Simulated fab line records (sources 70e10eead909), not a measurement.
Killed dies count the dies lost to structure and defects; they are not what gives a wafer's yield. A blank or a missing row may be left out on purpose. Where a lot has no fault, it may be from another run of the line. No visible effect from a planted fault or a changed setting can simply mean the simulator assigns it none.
Matching of chambers -- flow nand-harc -- rie-diel-04 running NHARC_P_M2_ETCH_35: 4 sister chambers
The step etches the open film in N2/H2, target depth 40 nm, overetch 12 nm, time 43.94 s. 4 wafers are shown with their chamber, then 7 later ones without.

EACH WAFER AND ITS CHAMBER
wafer,chamber,rf-vpp-V (V)
L584.4,0,431.0
L585.6,2,428.4
L587.4,1,428.2
L587.6,3,428.7

WAFERS WHOSE CHAMBER IS MISSING
wafer,rf-vpp-V (V)
L589.1,428.2
L589.2,429.5
L589.6,431.3
L592.2,430.7
L592.3,428.1
L592.6,427.4
L598.5,427.9

CHAMBER TAKEN BY EACH
wafer,from the rows above,in truth
L589.1,can't be placed: 1 or 2 or 3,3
L589.2,can't be placed: 3 or 2 or 1 or 0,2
L589.6,0,0
L592.2,0,0
L592.3,can't be placed: 1 or 2 or 3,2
L592.6,can't be placed: 1 or 2 or 3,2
L598.5,can't be placed: 1 or 2 or 3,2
Correctly placed: 2 of 7. Can't be placed from these rows: 5 (the true chamber is among the candidates in 5). Placed wrongly: 0.
How it was worked out, from the rows above alone: a wafer's distance from a chamber is the root of the sum, over the readings, of the square of ((its reading less the chamber's mean) divided by the reading's scatter). If the next closest chamber is less than 2 further off than the closest, the wafer can't be placed; otherwise it belongs to the closest. A chamber's mean is the mean of its shown wafers. The scatter: with one shown wafer a chamber, the root of the mean of the squares of how far each hidden wafer lies from its nearest shown one.
